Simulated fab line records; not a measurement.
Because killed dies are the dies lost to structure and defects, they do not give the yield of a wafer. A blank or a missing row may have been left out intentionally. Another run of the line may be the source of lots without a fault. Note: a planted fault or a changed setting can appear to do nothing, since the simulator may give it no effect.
fab line records	flow n5Finfet
record: lots: 8	wafers: 24	lastDay: 16
route steps=1938 shown MOL_CONTACT_COAG@606 BEOL_M0_SAQP@638 BEOL_M4@1111 PASSIVATION@1936
lots that met no fault: from a run of the same line without faults
startH: hours from the record's first day to the start of the lot's first wafer shown	waitH: hours elapsed since this lot's preceding step	" unchanged from the row above	L1.1+2: a single row standing in for several wafers	- no value, or no start given	* or withheld: withheld	< > ~ a bound
route shown NAME@n: NAME is a module with steps in the file, n the number in the route of the first one	usual: mean and standard deviation over wafers with no fault	same: alike in all rows	chamber/n: place in a boat	sites: readings site by site	_std_site: standard deviation across them	_edge_site: mean of outer sites minus mean of inner sites	radiusMm: how far each site lies from the wafer's centre	mask NAME#n: copy n	behind: tool/chamber where the wafer was last shaped	hold: reason for holding the lot/hours on hold/outcome of the hold	device: transistor that didn't switch, given as n, p or np	end of line: the tests these same wafers got at the end of their route	a step given without rows: its recipe and nothing more	killed: at the first sort, the dies lost to defects and structure; wafer yield is something else	map: shows each die of a wafer: x if killed, . if not, _ if none is there
set.NAME: the run value of the setting; set.NAME@STEP: its run value at that earlier step	model.NAME: the simulator's own value behind a step, which no gauge read
one table for each step of the route and one row for each wafer, over a sample of lots
services: from which hour (startH, from the record's first day; less than 0 if before it) a tool's chamber was out of use, for how many hours, and why
== steps ==
step: N5_MOL_CONTACT_COAG_ETCH_65
recipe: chemistry: N2/H2	target: underlayer	targetDepthA: 130	maskMaterial: CAR-EUV	timeS: 10.4	ionEnergyEv: 200	pressureMtorr: 30	sourceW: 840	biasW: 150	n2FlowSccm: 200	h2FlowSccm: 200	ends: cleared
usual: drypumpMotorCurrentA: 5.7/0.39	etchRfOnTimeS: 10.4/0.34	oesProductAu: 0.66/0.067	rfVppV: 522.8/2.1	showerheadPlenumPTorr: 2.51/0.077	throttleValvePct: 17.88/0.29
lot.wafer	tool	chamber	startH	waitH	drypumpMotorCurrentA	etchRfOnTimeS	oesProductAu	rfHoursCounterH	rfVppV	showerheadPlenumPTorr	throttleValvePct
L664.1	rieDiel-04	0	115.14	0.0	6.1	10.4	0.63	191	525.4	2.64	17.90
L664.4	"	1	"	"	5.1	10.2	0.66	129	521.5	2.46	18.37
L664.5	"	0	"	"	6.1	10.3	0.64	-	526.4	2.64	17.90
L668.1	rieDiel-04	1	130.89	0.0	5.1	10.3	0.66	134	520.7	2.46	18.37
L668.4	"	2	"	"	6.0	10.6	0.60	191	522.8	2.51	17.68
L668.5	"	2	"	"	6.0	10.7	0.60	-	523.5	2.50	17.69
L670.2	rieDiel-04	3	140.45	0.0	5.5	9.9	0.69	108	520.8	2.42	17.46
L670.3	"	2	"	"	6.0	10.6	0.60	195	522.8	2.50	17.67
L670.6	"	3	"	"	5.5	9.8	0.69	-	521.3	2.42	17.48
L669.3	rieDiel-02	2	148.55	0.0	4.8	10.6	0.64	168	527.0	2.65	17.83
L669.4	"	3	"	"	5.2	9.7	0.76	39	521.3	2.51	18.11
L669.5	"	1	"	"	5.7	10.5	0.62	-	520.4	2.41	17.61
L672.2	rieDiel-04	3	160.02	0.0	5.5	9.9	0.68	115	520.6	2.42	17.46
L672.3	"	2	"	"	6.0	10.7	0.60	202	523.6	2.50	17.68
L672.5	"	1	"	"	5.1	10.4	0.64	-	521.6	2.46	18.41
L675.2	rieDiel-06	3	174.37	0.0	5.5	10.4	0.73	62	522.1	2.47	17.74
L675.3	"	0	"	"	5.7	10.5	0.56	257	521.1	2.51	18.09
L675.6	"	1	"	"	6.2	10.3	0.77	-	521.9	2.49	17.99
L679.4	rieDiel-04	2	196.77	0.0	6.0	10.7	0.59	213	523.9	2.50	17.72
L679.5	"	3	"	"	5.5	9.8	0.67	-	521.6	2.41	17.50
L679.6	"	0	"	"	6.1	10.4	0.61	-	526.8	2.63	17.94
L680.2	rieDiel-04	3	206.74	0.0	5.5	9.7	0.68	133	520.9	2.41	17.51
L680.4	"	1	"	"	5.1	10.3	0.64	163	519.0	2.45	18.44
L680.6	"	2	"	"	6.0	10.7	0.59	-	523.3	2.49	17.71
step: N5_MOL_CONTACT_COAG_STRIP_49
recipe: chemistry: N2/H2	timeS: 30	powerW: 1000	tempC: 250	pressureMtorr: withheld	n2FlowSccm: 1750	h2FlowSccm: 3250
usual: drypumpMotorCurrentA: 5.7/0.45	heaterPowerW: 332/9.4
lot.wafer	tool	chamber	startH	waitH	drypumpMotorCurrentA	heaterPowerW	rfHoursCounterH
L664.1	plasmaAsher-01	0	115.78	-	5.4	318	40
L664.4	"	0	"	"	5.4	325	-
L664.5	"	1	"	"	5.3	346	-
L668.1	plasmaAsher-02	0	131.77	-	6.4	332	104
L668.4	"	0	"	"	6.4	334	-
L668.5	"	1	"	"	5.7	339	-
L670.2	plasmaAsher-02	0	141.39	-	6.4	330	106
L670.3	"	0	"	"	6.4	336	-
L670.6	"	0	"	"	6.4	337	-
L669.3	plasmaAsher-02	1	149.60	-	5.7	334	-
L669.4	"	0	"	"	6.4	330	-
L669.5	"	0	"	"	6.4	324	-
L672.2	plasmaAsher-02	0	160.66	-	6.4	336	112
L672.3	"	1	"	"	5.7	327	-
L672.5	"	0	"	"	6.4	329	-
L675.2	plasmaAsher-01	0	175.01	-	5.4	326	50
L675.3	"	0	"	"	5.4	329	-
L675.6	"	0	"	"	5.4	317	-
L679.4	plasmaAsher-01	1	197.44	-	5.3	344	-
L679.5	"	0	"	"	5.4	325	-
L679.6	"	1	"	"	5.3	350	-
L680.2	plasmaAsher-01	1	207.67	-	5.2	348	56
L680.4	"	1	"	"	5.3	350	-
L680.6	"	1	"	"	5.3	351	-
step: N5_MOL_CONTACT_COAG_CD_MEAS_101
recipe: targetCdNm: 16
usual: cdNm: 15.8/0.39
lot.wafer	tool	chamber	startH	waitH	cdNm
L664.1	cdSem-02	-	115.93	0.0	15.9
L664.4	"	-	"	"	15.4
L664.5	"	-	"	"	16.2
L668.1	cdSem-02	-	131.93	0.0	15.3
L668.4	"	-	"	"	16.1
L668.5	"	-	"	"	15.9
L670.2	cdSem-03	-	141.53	0.0	15.2
L670.3	"	-	"	"	15.5
L670.6	"	-	"	"	15.1
L669.3	cdSem-01	-	149.73	0.0	16.2
L669.4	"	-	"	"	15.5
L669.5	"	-	"	"	15.8
L672.2	cdSem-03	-	160.80	0.0	15.4
L672.3	"	-	"	"	16.1
L672.5	"	-	"	"	14.9
L675.2	cdSem-01	-	175.16	0.0	15.9
L675.3	"	-	"	"	16.1
L675.6	"	-	"	"	15.9
L679.4	cdSem-03	-	197.57	0.0	15.9
L679.5	"	-	"	"	15.8
L679.6	"	-	"	"	15.6
L680.2	cdSem-02	-	207.82	0.0	14.7
L680.4	"	-	"	"	15.7
L680.6	"	-	"	"	15.6
step: N5_BEOL_M0_SAQP_PECVD_04
recipe: material: a-Si	targetThkA: 600	tempC: 350	precursor: SiH4/He	pressureTorr: 3	rfW: 100	timeS: 60.2
usual: heaterPowerW: 568/48	showerheadPlenumPTorr: 5.67/0.057	throttleValvePct: 18.0/1.3
lot.wafer	tool	chamber	startH	waitH	heaterPowerW	showerheadPlenumPTorr	throttleValvePct
L664.1	pecvd-03	0	122.44	0.0	459	5.73	20.9
L664.4	"	1	"	"	582	5.55	16.7
L664.5	"	1	"	"	578	5.57	16.3
L668.1	pecvd-04	0	140.55	0.0	597	5.63	17.0
L668.4	"	2	"	"	533	5.69	18.1
L668.5	"	1	"	"	621	5.71	18.0
L670.2	pecvd-03	1	148.18	0.0	537	5.56	16.4
L670.3	"	0	"	"	497	5.73	20.9
L670.6	"	0	"	"	481	5.74	20.8
L669.3	pecvd-04	1	154.62	0.1	630	5.69	18.2
L669.4	"	2	"	"	537	5.68	18.1
L669.5	"	2	"	"	510	5.70	17.9
L672.2	pecvd-04	2	165.58	0.0	546	5.67	17.9
L672.3	"	0	"	"	623	5.63	17.1
L672.5	"	2	"	"	549	5.67	18.1
L675.2	pecvd-03	2	179.61	0.0	512	5.61	16.9
L675.3	"	1	"	"	609	5.58	16.5
L675.6	"	0	"	"	521	5.75	20.6
L679.4	pecvd-04	1	203.07	0.0	625	5.72	18.0
L679.5	"	0	"	"	595	5.62	17.0
L679.6	"	2	"	"	540	5.68	18.2
L680.2	pecvd-04	2	213.46	0.0	508	5.67	18.3
L680.4	"	2	"	"	515	5.69	18.2
L680.6	"	1	"	"	548	5.70	18.3
step: N5_BEOL_M0_SAQP_THK_MEAS_05
usual: thkNm: 60.3/1
lot.wafer	tool	chamber	startH	waitH	thkNm
L664.1	filmMetro-02	-	122.57	0.1	60.5
L664.4	"	-	"	"	61.6
L664.5	"	-	"	"	61.7
L668.1	filmMetro-01	-	140.65	0.1	60.7
L668.4	"	-	"	"	61.4
L668.5	"	-	"	"	60.8
L670.2	filmMetro-02	-	148.27	0.1	60.9
L670.3	"	-	"	"	58.6
L670.6	"	-	"	"	60.0
L669.3	filmMetro-02	-	154.71	0.1	61.3
L669.4	"	-	"	"	61.4
L669.5	"	-	"	"	61.2
L672.2	filmMetro-01	-	165.68	0.1	59.7
L672.3	"	-	"	"	60.8
L672.5	"	-	"	"	61.1
L675.2	filmMetro-01	-	179.71	0.1	59.1
L675.3	"	-	"	"	61.5
L675.6	"	-	"	"	62.2
L679.4	filmMetro-02	-	203.13	0.0	61.3
L679.5	"	-	"	"	113.0
L679.6	"	-	"	"	113.3
L680.2	filmMetro-01	-	213.59	0.1	111.1
L680.4	"	-	"	"	59.8
L680.6	"	-	"	"	112.7
step: N5_BEOL_M0_SAQP_MANDREL_ETCH_20
recipe: targetDepthA: 600	chemistry: HBr/Cl2	target: a-Si	stopOn: SiNx	btTimeS: 10	maskMaterial: SOC	overEtchFrac: 0.5	timeS: 30	pressureMtorr: 10	icpW: 800	biasW: 75	HBr_flow_sccm: 150	Cl2_flow_sccm: 80	ends: endPoint
usual: drypumpMotorCurrentA: 5.7/0.43	oesProductAu: 0.781/0.014	throttleValvePct: 35.5/0.34
lot.wafer	tool	chamber	startH	waitH	drypumpMotorCurrentA	oesProductAu	rfHoursCounterH	throttleValvePct
L664.1	rieSi-04	2	123.42	0.0	5.3	0.798	107	35.5
L664.4	"	1	"	"	5.0	0.795	171	35.8
L664.5	"	1	"	"	5.0	0.789	-	35.8
L668.1	rieSi-04	2	141.51	0.0	5.3	0.785	107	35.5
L668.4	"	0	"	"	5.7	0.786	89	35.2
L668.5	"	1	"	"	5.0	0.785	-	35.9
L670.2	rieSi-06	2	149.02	0.0	5.6	0.798	156	35.8
L670.3	"	3	"	"	5.3	0.749	189	35.3
L670.6	"	0	"	"	5.9	0.766	-	35.6
L669.3	rieSi-06	3	155.43	0.0	5.3	0.759	189	35.3
L669.4	"	2	"	"	5.6	0.795	156	35.8
L669.5	"	3	"	"	5.3	0.762	-	35.3
L672.2	rieSi-01	1	166.52	0.0	5.8	0.788	43	35.0
L672.3	"	2	"	"	5.9	0.786	7	35.5
L672.5	"	1	"	"	5.8	0.795	-	35.0
L675.2	rieSi-01	2	180.55	0.0	5.8	0.776	7	35.5
L675.3	"	3	"	"	5.4	0.801	4	34.9
L675.6	"	0	"	"	6.6	0.792	-	36.0
L679.4	rieSi-01	2	203.85	0.0	5.9	0.787	7	35.5
L679.5	"	1	"	"	5.9	1.033	-	34.6
L679.6	"	2	"	"	5.9	1.028	-	35.0
L680.2	rieSi-04	1	214.43	0.0	5.0	1.016	173	35.4
L680.4	"	3	"	"	6.1	0.779	10	35.4
L680.6	"	2	"	"	5.3	1.035	-	35.0
step: N5_BEOL_M0_SAQP_INSPECT_42
recipe: mode: adi	inspectInstrument: brightfield
usual: rawDefectCount: 312/78
lot.wafer	tool	chamber	startH	waitH	rawDefectCount
L664.1	defectInspect-01	-	126.99	0.1	190
L664.4	"	-	"	"	321
L664.5	"	-	"	"	307
L668.1	defectInspect-01	-	145.86	0.1	220
L668.4	"	-	"	"	234
L668.5	"	-	"	"	236
L670.2	defectInspect-02	-	152.70	0.0	239
L670.3	"	-	"	"	333
L670.6	"	-	"	"	211
L669.3	defectInspect-01	-	159.47	0.0	227
L669.4	"	-	"	"	246
L669.5	"	-	"	"	230
L672.2	defectInspect-02	-	170.31	0.0	365
L672.3	"	-	"	"	227
L672.5	"	-	"	"	200
L675.2	defectInspect-01	-	184.92	0.0	198
L675.3	"	-	"	"	287
L675.6	"	-	"	"	253
L679.4	defectInspect-02	-	208.05	0.0	389
L679.5	"	-	"	"	2207
L679.6	"	-	"	"	2013
L680.2	defectInspect-02	-	218.23	0.0	2168
L680.4	"	-	"	"	321
L680.6	"	-	"	"	1983
step: N5_BEOL_M4_RC_MEAS_101
usual: DIBL_N: 37.3/2.3	DIBL_P: 37.4/2.9	IOFF_N: 0.18/0.045	IOFF_P: 0.25/0.054	ION_N: 679/15	ION_P: 468/9.7	SS_N: 71.8/0.62	SS_P: 73.6/0.76	VT_N: 248/4.1	VT_P: -248/3.6
lot.wafer	tool	chamber	startH	waitH	DIBL_N[mV/V]	DIBL_P[mV/V]	IOFF_N[nA/um]	IOFF_P[nA/um]	ION_N[uA/um]	ION_P[uA/um]	SS_N[mV/dec]	SS_P[mV/dec]	VT_N[mV]	VT_P[mV]
L664.1	prober-01	0	182.56	0.0	36.8	37.7	0.16	0.26	687	483	72.0	74.3	247	-246
L664.4	"	0	"	"	36.2	35.5	0.14	0.24	669	466	71.4	73.4	251	-245
L664.5	"	0	"	"	37.5	37.9	0.17	0.28	689	482	71.9	73.8	246	-246
L668.1	prober-02	0	195.36	0.0	39.0	39.4	0.20	0.25	681	464	71.6	74.0	247	-249
L668.4	"	0	"	"	40.6	43.2	0.26	0.31	693	473	72.8	74.9	243	-248
L668.5	"	0	"	"	37.3	38.2	0.17	0.22	698	469	72.0	73.0	248	-251
L670.2	prober-01	0	199.46	0.2	35.1	35.3	0.15	0.22	687	473	71.1	73.1	246	-248
L670.3	"	0	"	"	37.2	38.0	0.19	0.27	687	472	72.2	73.1	245	-245
L670.6	"	0	"	"	37.0	37.3	0.19	0.26	687	470	71.5	73.8	245	-247
L669.3	prober-02	0	214.31	0.3	34.8	33.3	0.13	0.20	670	466	70.5	74.2	250	-251
L669.4	"	0	"	"	36.0	36.1	0.16	0.25	673	460	71.8	74.5	247	-249
L669.5	"	0	"	"	33.0	31.3	0.11	0.18	672	465	70.0	73.2	253	-251
L672.2	prober-02	0	218.02	0.2	39.1	39.9	0.21	0.28	685	467	71.8	74.1	245	-247
L672.3	"	0	"	"	38.3	37.7	0.19	0.24	680	461	71.5	72.9	248	-249
L672.5	"	0	"	"	41.6	44.0	0.27	0.34	706	480	73.0	75.6	244	-245
L675.2	prober-02	0	242.59	0.2	39.9	41.3	0.23	0.32	704	487	72.3	74.4	243	-244
L675.3	"	0	"	"	41.4	42.9	0.26	0.39	688	475	72.9	74.6	241	-241
L675.6	"	0	"	"	40.8	42.1	0.24	0.35	692	484	71.7	74.7	241	-241
L679.4	prober-02	0	269.11	0.5	33.5	34.4	0.14	0.20	669	463	70.6	73.1	251	-249
L680.4	prober-01	0	271.13	0.5	36.5	37.6	0.18	0.25	695	473	71.3	74.1	248	-246
step: N5_PASSIVATION_PROBE_49
usual: defectLimitedYield: 91.3/1.5	killed_at_M0_to_M3: 35/8.7	killed_at_M4_up: 14/5.5	killedAtContacts: 11/5.6	killedAtFrontEnd: 39/13	killedAtOther: 3.7/2.2	killedDies: 103/18	killedOnRim: 14/4.4	killedOpen: 69/14	killedShort: 33/7.8	sort_bin_4_leakage: 0.02/0.15	sort_bin_5_function: 5.1/0.99	sort_bin_6_memory: 3.3/0.67	sortNPass: 1077/18	sortYieldPct: 91.2/1.5
same: grossDies: 1180	killedAtBackSide: 0	sort_bin_8_speed[%]: 0
lot.wafer	tool	chamber	startH	waitH	defectLimitedYield[%]	killed_at_M0_to_M3	killed_at_M4_up	killedAtContacts	killedAtFrontEnd	killedAtOther	killedDies	killedOnRim	killedOpen	killedShort	sort_bin_4_leakage[%]	sort_bin_5_function[%]	sort_bin_6_memory[%]	sortNPass	sortYieldPct[%]
L664.1	prober-02	-	286.73	0.0	90.6	40	7	13	46	5	111	18	76	33	0	5.1	3.7	1069	90.6
L664.4	prober-02	-	286.88	0.2	90.6	37	16	10	43	5	111	17	73	37	0	5.3	3.8	1069	90.6
L664.5	prober-02	-	286.93	0.2	90.4	14	5	27	63	4	113	28	73	38	0	5.6	3.7	1067	90.4
L670.2	prober-01	-	302.85	0.1	92.1	36	9	8	34	6	93	13	58	34	0	5.1	2.3	1087	92.1
L670.3	prober-01	-	302.90	0.1	91.7	41	16	9	27	5	98	9	68	30	0	4.6	3.5	1082	91.7
L670.6	prober-01	-	303.05	0.3	92.2	27	20	6	32	7	92	9	66	25	0	4.6	3.1	1088	92.2
L668.1	prober-02	-	305.94	0.0	93.3	34	14	3	26	2	79	6	56	21	0	3.0	3.2	1101	93.3
L668.4	prober-02	-	306.09	0.2	92.4	34	17	6	28	5	90	10	59	31	0.17	4.2	2.7	1088	92.2
L668.5	prober-02	-	306.14	0.2	92.3	45	6	2	37	1	91	16	68	23	0	4.8	2.8	1089	92.3
L669.3	prober-02	-	313.95	0.1	90.3	47	10	6	49	2	114	20	79	35	0	6.1	3.3	1066	90.3
L669.4	prober-02	-	314.00	0.2	91.9	39	8	12	32	4	95	14	57	38	0	4.5	3.2	1085	91.9
L669.5	prober-02	-	314.05	0.2	92.4	47	12	2	21	8	90	8	60	30	0	4.6	2.9	1090	92.4
L672.2	prober-01	-	325.68	0.1	91.3	40	21	3	35	4	103	9	71	30	0	4.8	3.8	1077	91.3
L672.3	prober-01	-	325.73	0.1	90.4	38	16	6	50	3	113	13	73	33	0	5.5	3.6	1067	90.4
L672.5	prober-01	-	325.83	0.2	91.2	30	12	7	49	6	104	13	58	44	0	5.4	3.1	1076	91.2
L675.2	prober-02	-	356.11	0.1	88.7	29	28	18	56	2	133	20	106	27	0	6.2	4.8	1047	88.7
L675.3	prober-02	-	356.16	0.1	89.6	44	25	7	43	4	123	24	80	43	0.25	6.6	3.3	1054	89.3
L675.6	prober-02	-	356.31	0.3	89.7	34	24	13	47	4	122	18	88	34	0	6.0	3.8	1058	89.7
L679.4	prober-01	-	377.76	0.2	90.8	44	15	16	30	3	108	16	66	41	0	5.8	2.9	1072	90.8
L679.5	prober-01	-	377.81	0.2	0	1118	7	18	34	3	1180	152	65	48	0	95.6	4.0	0	0
L679.6	prober-01	-	377.86	0.3	0	1119	21	10	25	5	1180	152	63	32	0	96.7	3.0	0	0
L680.2	prober-01	-	378.00	0.1	0	1117	17	8	34	4	1180	152	65	22	0	97.0	2.7	0	0
L680.4	prober-01	-	378.10	0.2	94.7	21	9	5	24	4	63	4	46	17	0	3.4	1.7	1117	94.7
L680.6	prober-01	-	378.20	0.3	0	1114	25	10	29	2	1180	152	55	24	0	97.4	2.5	0	0
killed by level:class
L664.1 STI_FIN_REVEAL:geometricParticle:open=20 MOL_CONTACT_COAG:geometricParticle:open=12 BEOL_M0_SAQP:geometricParticle:short=10 FIN_SAQP:geometricParticle:short=7 BEOL_M1:geometricParticle:open=7 BEOL_M2:geometricParticle:open=7 FIN_SAQP:geometricParticle:open=5 BEOL_M3:geometricParticle:open=5
L664.4 BEOL_M2:geometricParticle:open=13 FIN_SAQP:geometricParticle:open=11 MOL_CONTACT_COAG:geometricParticle:open=10 BEOL_M0_SAQP:geometricParticle:open=9 BEOL_M4:geometricParticle:open=8 FIN_SAQP:geometricParticle:short=7 STI_FIN_REVEAL:geometricParticle:open=7 DUMMY_GATE:geometricParticle:open=5
L664.5 MOL_CONTACT_COAG:geometricParticle:open=20 STI_FIN_REVEAL:geometricParticle:open=16 FIN_SAQP:geometricParticle:short=13 FIN_SAQP:geometricParticle:open=11 MOL_CONTACT_COAG:geometricParticle:short=7 DUMMY_GATE:geometricParticle:open=6 GATE_CUT:geometricParticle:short=3 BEOL_M0_SAQP:geometricParticle:open=3
L670.2 DUMMY_GATE:geometricParticle:open=8 BEOL_M0_SAQP:geometricParticle:open=7 MOL_CONTACT_COAG:geometricParticle:open=7 FIN_SAQP:geometricParticle:open=6 BEOL_M0_SAQP:geometricParticle:short=6 BEOL_M2:geometricParticle:open=6 BEOL_M3:geometricParticle:open=6 DUMMY_GATE:geometricParticle:short=5
L670.3 BEOL_M0_SAQP:geometricParticle:open=11 BEOL_M2:geometricParticle:open=8 BEOL_M4:geometricParticle:open=7 DUMMY_GATE:geometricParticle:open=6 MOL_CONTACT_COAG:geometricParticle:open=6 BEOL_M3:geometricParticle:open=6 FIN_SAQP:geometricParticle:open=5 GATE_CUT:geometricParticle:short=4
L670.6 BEOL_M4:geometricParticle:open=10 BEOL_M0_SAQP:geometricParticle:open=8 STI_FIN_REVEAL:geometricParticle:open=6 MOL_CONTACT_COAG:geometricParticle:open=6 DUMMY_GATE:geometricParticle:open=5 BEOL_M3:geometricParticle:open=5 STARTING-WAFER:geometricParticle:short=4 GATE_CUT:geometricParticle:short=4
L668.1 BEOL_M3:geometricParticle:open=9 BEOL_M2:geometricParticle:open=8 STI_FIN_REVEAL:geometricParticle:open=6 BEOL_M4:geometricParticle:open=6 BEOL_M0_SAQP:geometricParticle:short=5 GATE_CUT:geometricParticle:open=4 BEOL_M0:geometricParticle:open=4 BEOL_M0:geometricParticle:short=4
L668.4 BEOL_M4:geometricParticle:open=12 GATE_CUT:geometricParticle:short=8 BEOL_M0_SAQP:geometricParticle:short=8 MOL_CONTACT_COAG:geometricParticle:open=6 STI_FIN_REVEAL:geometricParticle:open=5 BEOL_M0_SAQP:geometricParticle:open=5 BEOL_M1:geometricParticle:open=5 BEOL_M2:geometricParticle:open=5
L668.5 STI_FIN_REVEAL:geometricParticle:open=14 BEOL_M1:geometricParticle:open=10 BEOL_M2:geometricParticle:open=9 BEOL_M0_SAQP:geometricParticle:open=7 BEOL_M3:geometricParticle:open=6 STARTING-WAFER:geometricParticle:open=6 FIN_SAQP:geometricParticle:short=4 GATE_CUT:geometricParticle:short=4
L669.3 BEOL_M1:geometricParticle:open=23 FIN_SAQP:geometricParticle:short=12 STI_FIN_REVEAL:geometricParticle:open=12 BEOL_M3:geometricParticle:open=8 FIN_SAQP:geometricParticle:open=7 MOL_CONTACT_COAG:geometricParticle:open=6 DUMMY_GATE:geometricParticle:open=5 GATE_CUT:geometricParticle:short=5
L669.4 BEOL_M0_SAQP:geometricParticle:short=10 MOL_CONTACT_COAG:geometricParticle:open=10 FIN_SAQP:geometricParticle:short=9 BEOL_M1:geometricParticle:open=8 FIN_SAQP:geometricParticle:open=6 BEOL_M0_SAQP:geometricParticle:open=5 BEOL_M1:geometricParticle:short=5 STI_FIN_REVEAL:geometricParticle:open=4
L669.5 BEOL_M1:geometricParticle:open=17 BEOL_M0_SAQP:geometricParticle:short=9 BEOL_M4:geometricParticle:open=9 BEOL_M3:geometricParticle:open=6 BEOL_M2:geometricParticle:open=4 PAD_METAL:geometricParticle:short=4 FIN_SAQP:geometricParticle:open=3 DUMMY_GATE:geometricParticle:open=3
L672.2 BEOL_M2:geometricParticle:open=11 BEOL_M1:geometricParticle:open=9 BEOL_M4:geometricParticle:open=9 FIN_SAQP:geometricParticle:short=8 FIN_SAQP:geometricParticle:open=8 BEOL_M0_SAQP:geometricParticle:short=6 BEOL_M0:geometricParticle:open=5 DUMMY_GATE:geometricParticle:open=4
L672.3 BEOL_M3:geometricParticle:open=13 STI_FIN_REVEAL:geometricParticle:open=11 FIN_SAQP:geometricParticle:open=10 FIN_SAQP:geometricParticle:short=7 BEOL_M0_SAQP:geometricParticle:short=7 STARTING-WAFER:geometricParticle:short=7 DUMMY_GATE:geometricParticle:open=5 MOL_CONTACT_COAG:geometricParticle:open=5
L672.5 FIN_SAQP:geometricParticle:short=22 FIN_SAQP:geometricParticle:open=12 BEOL_M3:geometricParticle:open=9 MOL_CONTACT_COAG:geometricParticle:open=7 BEOL_M0_SAQP:geometricParticle:short=6 STI_FIN_REVEAL:geometricParticle:open=5 BEOL_M1:geometricParticle:open=5 BEOL_M0_SAQP:geometricParticle:open=4
L675.2 STI_FIN_REVEAL:geometricParticle:open=22 MOL_CONTACT_COAG:geometricParticle:open=16 BEOL_M4:geometricParticle:open=15 FIN_SAQP:geometricParticle:open=10 BEOL_M2:geometricParticle:open=10 BEOL_M3:geometricParticle:open=8 BEOL_M4:geometricParticle:short=7 FIN_SAQP:geometricParticle:short=5
L675.3 STI_FIN_REVEAL:geometricParticle:open=13 BEOL_M4:geometricParticle:open=12 BEOL_M1:geometricParticle:open=10 BEOL_M3:geometricParticle:open=10 BEOL_M0_SAQP:geometricParticle:short=8 FIN_SAQP:geometricParticle:open=7 BEOL_M0_SAQP:geometricParticle:open=7 FIN_SAQP:geometricParticle:short=6
L675.6 STI_FIN_REVEAL:geometricParticle:open=17 FIN_SAQP:geometricParticle:open=12 BEOL_M0_SAQP:geometricParticle:open=12 MOL_CONTACT_COAG:geometricParticle:open=11 BEOL_M4:geometricParticle:open=11 FIN_SAQP:geometricParticle:short=8 BEOL_M0_SAQP:geometricParticle:short=7 BEOL_M4:geometricParticle:short=6
L679.4 MOL_CONTACT_COAG:geometricParticle:open=13 BEOL_M0_SAQP:geometricParticle:open=11 BEOL_M0_SAQP:geometricParticle:short=8 FIN_SAQP:geometricParticle:open=5 GATE_CUT:geometricParticle:short=5 BEOL_M1:geometricParticle:open=5 BEOL_M2:geometricParticle:short=5 BEOL_M4:geometricParticle:short=5
L679.5 BEOL_M0_SAQP:areaEtch=1067 BEOL_M0_SAQP:geometricParticle:short=17 MOL_CONTACT_COAG:geometricParticle:open=15 BEOL_M1:geometricParticle:open=9 GATE_CUT:geometricParticle:short=8 BEOL_M0_SAQP:geometricParticle:open=7 BEOL_M2:geometricParticle:open=7 STARTING-WAFER:geometricParticle:short=6
L679.6 BEOL_M0_SAQP:areaEtch=1084 BEOL_M4:geometricParticle:open=16 BEOL_M0_SAQP:geometricParticle:short=9 MOL_CONTACT_COAG:geometricParticle:open=8 BEOL_M1:geometricParticle:open=7 BEOL_M0_SAQP:geometricParticle:open=6 STI_FIN_REVEAL:geometricParticle:open=5 GATE_CUT:geometricParticle:short=5
L680.2 BEOL_M0_SAQP:areaEtch=1090 FIN_SAQP:geometricParticle:short=11 BEOL_M3:geometricParticle:open=11 BEOL_M4:geometricParticle:open=9 FIN_SAQP:geometricParticle:open=6 MOL_CONTACT_COAG:geometricParticle:open=6 STI_FIN_REVEAL:geometricParticle:open=5 BEOL_M0_SAQP:geometricParticle:open=5
L680.4 FIN_SAQP:geometricParticle:short=7 STI_FIN_REVEAL:geometricParticle:open=7 BEOL_M0_SAQP:geometricParticle:open=7 BEOL_M1:geometricParticle:open=6 BEOL_M4:geometricParticle:open=6 MOL_CONTACT_COAG:geometricParticle:open=5 BEOL_M3:geometricParticle:open=5 STARTING-WAFER:geometricParticle:short=4
L680.6 BEOL_M0_SAQP:areaEtch=1097 BEOL_M4:geometricParticle:open=15 MOL_CONTACT_COAG:geometricParticle:open=9 GATE_CUT:geometricParticle:short=8 STI_FIN_REVEAL:geometricParticle:open=7 BEOL_M3:geometricParticle:open=6 BEOL_M4:geometricParticle:short=4 STARTING-WAFER:geometricParticle:open=4
== services ==
tool	chamber	startH	hours	kind
pecvd-03	2	116.78	12.4	repair
rieSi-01	-	130.48	0.5	repair
pecvd-04	0	142.65	15.8	repair
rieDiel-06	2	148.52	29.0	repair
plasmaAsher-01	-	156.52	0.4	repair
rieSi-06	1	157.07	3.3	repair
rieDiel-02	3	166.84	4.9	repair
pecvd-03	-	174.60	0.8	pm
rieDiel-02	-	177.25	2.8	pm
rieDiel-06	0	177.60	-	clean
rieDiel-06	0	177.60	-	consumableReplace:focusRing
rieDiel-06	0	177.60	13.5	scheduledDown
rieDiel-06	0	177.60	13.5	ventCycle
rieSi-04	1	179.67	5.7	repair
pecvd-03	-	182.50	5.7	repair
pecvd-04	1	186.97	5.1	repair
rieSi-06	3	194.04	-	clean
rieSi-06	3	194.04	31.2	scheduledDown
rieSi-06	3	194.04	31.2	ventCycle
rieDiel-02	0	197.42	3.8	repair
pecvd-03	2	209.27	11.5	repair
pecvd-03	1	212.26	4.4	repair
pecvd-04	0	213.15	5.5	scheduledDown
== key ==
firstSign: step: N5_BEOL_M0_SAQP_THK_MEAS_05	reading: thkNm	direction: up	sigmas: 52	usual: *	struck: *
effect: step: N5_BEOL_M0_SAQP_MANDREL_ETCH_20	reading: oesProductAu	direction: up	sigmas: 18	usual: 0.781	struck: 1.028
effect: step: N5_BEOL_M0_SAQP_INSPECT_42	reading: rawDefectCount	direction: up	sigmas: 23	usual: 312	struck: 2093
effect: step: N5_PASSIVATION_PROBE_49	reading: killed_at_M0_to_M3	direction: up	sigmas: 99+	usual: 35	struck: 1117
moreKillsBornAt: N5_BEOL_M0_SAQP_MANDREL_ETCH_20@rieSi-04: 2187	N5_BEOL_M0_SAQP_MANDREL_ETCH_20@rieSi-01: 2151
metAt N5_BEOL_M0_SAQP_PECVD_04
struckLots L679,L680
struckWafers L679.5,L679.6,L680.2,L680.6
laterRowsLeftOut L679.5,L679.6,L680.2,L680.6
notActingAt N5_MOL_CONTACT_COAG_ETCH_65,N5_MOL_CONTACT_COAG_STRIP_49,N5_MOL_CONTACT_COAG_CD_MEAS_101
onsetBetween 165.58 203.07
fault: kind: processParameterDrift	tool: pecvd-04	chamber: -	onsetH: 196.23	steps: N5_BEOL_M0_SAQP_PECVD_04	channel: timeS	offset: *	shape: step	endH: 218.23	scope: struckWafersOnly	actsIn: *	stated: *
laterRowsLeftOut: the simulator's readings of these wafers behind a module that went badly wrong aren't trusted and aren't shown, but for the sort
